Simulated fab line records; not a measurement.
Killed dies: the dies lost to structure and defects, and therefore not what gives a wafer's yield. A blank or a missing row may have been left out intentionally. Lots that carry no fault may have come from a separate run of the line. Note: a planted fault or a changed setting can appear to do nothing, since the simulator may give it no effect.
What tool caused it? || flow n5 finfet || 11 lots, 33 wafers sampled, at 4 steps of a route of 1938

## WHAT THE GAUGES SHOWED, per wafer
N5_BEOL_M10_CD_MEAS_28: the cd target is 70 nm. Usual: cd nm at 69.4 nm, with a standard deviation of 0.84.
{"lot": "L569", "measured": "day 10 01:08", "on": "cd sem-01", "cd nm (nm)": "68.9 69.3 70.3", "flag": ""}
{"lot": "L571", "measured": "day 10 13:43", "on": "cd sem-02", "cd nm (nm)": "70.2 69.3 69.6", "flag": ""}
{"lot": "L572", "measured": "day 10 14:52", "on": "cd sem-01", "cd nm (nm)": "68.8 69.6 70.5", "flag": ""}
{"lot": "L573", "measured": "day 10 20:52", "on": "cd sem-01", "cd nm (nm)": "69.7 69.3 67.9", "flag": ""}
{"lot": "L576", "measured": "day 12 08:53", "on": "cd sem-01", "cd nm (nm)": "68.8 69.0 69.2", "flag": ""}
{"lot": "L583", "measured": "day 13 15:42", "on": "cd sem-01", "cd nm (nm)": "69.1 68.7 69.0", "flag": ""}
{"lot": "L584", "measured": "day 13 19:08", "on": "cd sem-03", "cd nm (nm)": "69.1 70.6 70.7", "flag": ""}
{"lot": "L585", "measured": "day 15 00:50", "on": "cd sem-03", "cd nm (nm)": "69.4 68.4 68.9", "flag": ""}
{"lot": "L586", "measured": "day 15 00:40", "on": "cd sem-03", "cd nm (nm)": "67.8 67.8 68.1", "flag": ""}
{"lot": "L587", "measured": "day 15 01:41", "on": "cd sem-02", "cd nm (nm)": "69.5 71.1 69.5", "flag": ""}
{"lot": "L591", "measured": "day 15 23:09", "on": "cd sem-03", "cd nm (nm)": "68.5 69.5 69.1", "flag": ""}

## WHICH TOOL RAN EACH LOT (tool, then ch and the chambers of the sampled wafers, then the start)
{"lot": "L569", "N5_BEOL_M10_ETCH_62": "rie diel-03 ch 0,2, day 9 23:38", "N5_BEOL_M10_HM_OPEN_17": "rie metal-01 ch 0,1, day 9 23:49", "N5_BEOL_M10_COAT_63": "litho track-02 ch 0, day 10 00:45"}
{"lot": "L571", "N5_BEOL_M10_ETCH_62": "rie diel-04 ch 0,1,3, day 10 12:52", "N5_BEOL_M10_HM_OPEN_17": "rie metal-01 ch 0,1, day 10 13:04", "N5_BEOL_M10_COAT_63": "litho track-05 ch 0, day 10 13:20"}
{"lot": "L572", "N5_BEOL_M10_ETCH_62": "rie diel-03 ch 0,1,2, day 10 13:24", "N5_BEOL_M10_HM_OPEN_17": "rie metal-02 ch 0,1, day 10 13:35", "N5_BEOL_M10_COAT_63": "litho track-05 ch 0, day 10 14:29"}
{"lot": "L573", "N5_BEOL_M10_ETCH_62": "rie diel-04 ch 1,2,3, day 10 20:12", "N5_BEOL_M10_HM_OPEN_17": "rie metal-01 ch 0,1, day 10 20:23", "N5_BEOL_M10_COAT_63": "litho track-05 ch 0, day 10 20:37"}
{"lot": "L576", "N5_BEOL_M10_ETCH_62": "rie diel-01 ch 0,2,3, day 12 08:09", "N5_BEOL_M10_HM_OPEN_17": "rie metal-01 ch 0,1, day 12 08:20", "N5_BEOL_M10_COAT_63": "litho track-02 ch 0, day 12 08:38"}
{"lot": "L583", "N5_BEOL_M10_ETCH_62": "rie diel-04 ch 0,1, day 13 14:56", "N5_BEOL_M10_HM_OPEN_17": "rie metal-01 ch 0,1, day 13 15:08", "N5_BEOL_M10_COAT_63": "litho track-05 ch 0, day 13 15:27"}
{"lot": "L584", "N5_BEOL_M10_ETCH_62": "rie diel-01 ch 1,2, day 13 18:03", "N5_BEOL_M10_HM_OPEN_17": "rie metal-03 ch 0, day 13 18:14", "N5_BEOL_M10_COAT_63": "litho track-01 ch 0, day 13 18:46"}
{"lot": "L585", "N5_BEOL_M10_ETCH_62": "rie diel-04 ch 0,2,3, day 14 21:40", "N5_BEOL_M10_HM_OPEN_17": "rie metal-02 ch 0,1, day 14 21:52", "N5_BEOL_M10_COAT_63": "litho track-05 ch 0, day 15 00:18"}
{"lot": "L586", "N5_BEOL_M10_ETCH_62": "rie diel-04 ch 0,3, day 14 23:07", "N5_BEOL_M10_HM_OPEN_17": "rie metal-02 ch 0,1, day 14 23:18", "N5_BEOL_M10_COAT_63": "litho track-02 ch 0, day 15 00:17"}
{"lot": "L587", "N5_BEOL_M10_ETCH_62": "rie diel-03 ch 0,1,3, day 15 00:06", "N5_BEOL_M10_HM_OPEN_17": "rie metal-03 ch 1, day 15 00:17", "N5_BEOL_M10_COAT_63": "litho track-05 ch 0, day 15 01:17"}
{"lot": "L591", "N5_BEOL_M10_ETCH_62": "rie diel-03 ch 1,3, day 15 21:59", "N5_BEOL_M10_HM_OPEN_17": "rie metal-02 ch 0, day 15 22:10", "N5_BEOL_M10_COAT_63": "litho track-05 ch 0, day 15 22:40"}
- N5_BEOL_M10_ETCH_62: etches SOC in N2/H2, target depth 110 nm, overetch 22 nm, time 165 s.
- N5_BEOL_M10_HM_OPEN_17: chemistry Cl2/BCl3, target TiN, target depth 20 nm, overetch 6 nm.
- N5_BEOL_M10_COAT_63: time 60 s, resist thk 100 nm.

## WHAT THE TOOLS THEMSELVES READ (means of the sampled wafers that have a number; where no wafer has one, the mark that the record gives instead)
N5_BEOL_M10_ETCH_62. Usual: drypump motor current A 5.7 A, standard deviation 0.46; oes product au 0.66 a.u., standard deviation 0.072; rf vpp V 524.2 V, standard deviation 2.3; showerhead plenum p Torr 2.55 Torr, standard deviation 0.074; throttle valve pct 17.73 %, standard deviation 0.26.
{"lot": "L569", "tool": "rie diel-03", "drypump motor current A (A)": 5.2, "oes product au (a.u.)": 0.65, "rf vpp V (V)": 524.6, "showerhead plenum p Torr (Torr)": 2.56, "throttle valve pct (%)": 17.55, "flag": ""}
{"lot": "L571", "tool": "rie diel-04", "drypump motor current A (A)": 6.0, "oes product au (a.u.)": 0.64, "rf vpp V (V)": 525.2, "showerhead plenum p Torr (Torr)": 2.57, "throttle valve pct (%)": 17.92, "flag": ""}
{"lot": "L572", "tool": "rie diel-03", "drypump motor current A (A)": 5.3, "oes product au (a.u.)": 0.65, "rf vpp V (V)": 525.1, "showerhead plenum p Torr (Torr)": 2.57, "throttle valve pct (%)": 17.58, "flag": ""}
{"lot": "L573", "tool": "rie diel-04", "drypump motor current A (A)": 6.0, "oes product au (a.u.)": 0.70, "rf vpp V (V)": 524.3, "showerhead plenum p Torr (Torr)": 2.56, "throttle valve pct (%)": 17.64, "flag": ""}
{"lot": "L576", "tool": "rie diel-01", "drypump motor current A (A)": 5.6, "oes product au (a.u.)": 0.62, "rf vpp V (V)": 523.4, "showerhead plenum p Torr (Torr)": 2.53, "throttle valve pct (%)": 17.79, "flag": ""}
{"lot": "L583", "tool": "rie diel-04", "drypump motor current A (A)": 6.0, "oes product au (a.u.)": 0.65, "rf vpp V (V)": 524.4, "showerhead plenum p Torr (Torr)": 2.56, "throttle valve pct (%)": 18.02, "flag": ""}
{"lot": "L584", "tool": "rie diel-01", "drypump motor current A (A)": 4.9, "oes product au (a.u.)": 0.65, "rf vpp V (V)": 521.6, "showerhead plenum p Torr (Torr)": 2.48, "throttle valve pct (%)": 17.89, "flag": ""}
{"lot": "L585", "tool": "rie diel-04", "drypump motor current A (A)": 6.0, "oes product au (a.u.)": 0.72, "rf vpp V (V)": 523.9, "showerhead plenum p Torr (Torr)": 2.52, "throttle valve pct (%)": 17.63, "flag": ""}
{"lot": "L586", "tool": "rie diel-04", "drypump motor current A (A)": 6.0, "oes product au (a.u.)": 0.75, "rf vpp V (V)": 525.5, "showerhead plenum p Torr (Torr)": 2.56, "throttle valve pct (%)": 17.67, "flag": ""}
{"lot": "L587", "tool": "rie diel-03", "drypump motor current A (A)": 5.5, "oes product au (a.u.)": 0.66, "rf vpp V (V)": 524.5, "showerhead plenum p Torr (Torr)": 2.59, "throttle valve pct (%)": 17.62, "flag": ""}
{"lot": "L591", "tool": "rie diel-03", "drypump motor current A (A)": 5.7, "oes product au (a.u.)": 0.67, "rf vpp V (V)": 524.4, "showerhead plenum p Torr (Torr)": 2.57, "throttle valve pct (%)": 17.64, "flag": ""}

N5_BEOL_M10_HM_OPEN_17. Usual: drypump motor current A 5.7 A, standard deviation 0.45; oes product au 0.71 a.u., standard deviation 0.046; throttle valve pct 22.17 %, standard deviation 0.17.
{"lot": "L569", "tool": "rie metal-01", "drypump motor current A (A)": 5.6, "oes product au (a.u.)": 0.73, "throttle valve pct (%)": 22.14, "flag": ""}
{"lot": "L571", "tool": "rie metal-01", "drypump motor current A (A)": 5.6, "oes product au (a.u.)": 0.73, "throttle valve pct (%)": 22.14, "flag": ""}
{"lot": "L572", "tool": "rie metal-02", "drypump motor current A (A)": 6.1, "oes product au (a.u.)": 0.74, "throttle valve pct (%)": 22.34, "flag": ""}
{"lot": "L573", "tool": "rie metal-01", "drypump motor current A (A)": 5.8, "oes product au (a.u.)": 0.68, "throttle valve pct (%)": 22.15, "flag": ""}
{"lot": "L576", "tool": "rie metal-01", "drypump motor current A (A)": 5.6, "oes product au (a.u.)": 0.73, "throttle valve pct (%)": 22.14, "flag": ""}
{"lot": "L583", "tool": "rie metal-01", "drypump motor current A (A)": 5.8, "oes product au (a.u.)": 0.68, "throttle valve pct (%)": 22.15, "flag": ""}
{"lot": "L584", "tool": "rie metal-03", "drypump motor current A (A)": 5.4, "oes product au (a.u.)": 0.72, "throttle valve pct (%)": 21.87, "flag": ""}
{"lot": "L585", "tool": "rie metal-02", "drypump motor current A (A)": 6.1, "oes product au (a.u.)": 0.71, "throttle valve pct (%)": 22.37, "flag": ""}
{"lot": "L586", "tool": "rie metal-02", "drypump motor current A (A)": 6.2, "oes product au (a.u.)": 0.71, "throttle valve pct (%)": 22.41, "flag": ""}
{"lot": "L587", "tool": "rie metal-03", "drypump motor current A (A)": 4.9, "oes product au (a.u.)": 0.72, "throttle valve pct (%)": 22.11, "flag": ""}
{"lot": "L591", "tool": "rie metal-02", "drypump motor current A (A)": 6.0, "oes product au (a.u.)": 0.68, "throttle valve pct (%)": 22.33, "flag": ""}

N5_BEOL_M10_COAT_63. Usual: chill plate temp C 22.99 C, standard deviation 0.12; plate temp C 250.03 C, standard deviation 0.18; spin speed rpm 1500.1 rpm, standard deviation 1.2.
{"lot": "L569", "tool": "litho track-02", "chill plate temp C (C)": 22.78, "plate temp C (C)": 249.91, "spin speed rpm (rpm)": 1499.0, "flag": ""}
{"lot": "L571", "tool": "litho track-05", "chill plate temp C (C)": 22.97, "plate temp C (C)": 250.22, "spin speed rpm (rpm)": 1499.3, "flag": ""}
{"lot": "L572", "tool": "litho track-05", "chill plate temp C (C)": 23.03, "plate temp C (C)": 250.10, "spin speed rpm (rpm)": 1292.4, "flag": "OFF"}
{"lot": "L573", "tool": "litho track-05", "chill plate temp C (C)": 22.99, "plate temp C (C)": 250.03, "spin speed rpm (rpm)": 1292.8, "flag": "OFF"}
{"lot": "L576", "tool": "litho track-02", "chill plate temp C (C)": 22.98, "plate temp C (C)": 250.05, "spin speed rpm (rpm)": 1499.5, "flag": ""}
{"lot": "L583", "tool": "litho track-05", "chill plate temp C (C)": 22.97, "plate temp C (C)": 250.09, "spin speed rpm (rpm)": 1501.9, "flag": ""}
{"lot": "L584", "tool": "litho track-01", "chill plate temp C (C)": 23.05, "plate temp C (C)": 250.13, "spin speed rpm (rpm)": 1500.4, "flag": ""}
{"lot": "L585", "tool": "litho track-05", "chill plate temp C (C)": 22.93, "plate temp C (C)": 249.91, "spin speed rpm (rpm)": 1502.1, "flag": ""}
{"lot": "L586", "tool": "litho track-02", "chill plate temp C (C)": 22.94, "plate temp C (C)": 249.87, "spin speed rpm (rpm)": 1499.9, "flag": ""}
{"lot": "L587", "tool": "litho track-05", "chill plate temp C (C)": 23.04, "plate temp C (C)": 249.96, "spin speed rpm (rpm)": 1500.0, "flag": ""}
{"lot": "L591", "tool": "litho track-05", "chill plate temp C (C)": 22.98, "plate temp C (C)": 250.11, "spin speed rpm (rpm)": 1499.4, "flag": ""}

## THE ANSWER, worked out from the rows above alone
Rule: a lot counts as off when the mean over its wafers that have a number is more than 3 standard deviations away from the usual mean. Also off: a lot with no number at a reading for which 4 or more lots have one. The other lots that the step has rows for count as sound. Order of review: gauges by route order, followed by the tools' own readings, for which a lot's mean as printed above is used. At the first step where some lot is off, the reading lying furthest off is the one used; lots without a number count as furthest.
Off: L572, L573 (N5_BEOL_M10_COAT_63, spin speed rpm).
A tool fits if, at that step or a process step before it, it ran every lot that is off, and no sound lot after the first of them. Of those tried, none fits.

## WHAT THE SIMULATOR PUT IN
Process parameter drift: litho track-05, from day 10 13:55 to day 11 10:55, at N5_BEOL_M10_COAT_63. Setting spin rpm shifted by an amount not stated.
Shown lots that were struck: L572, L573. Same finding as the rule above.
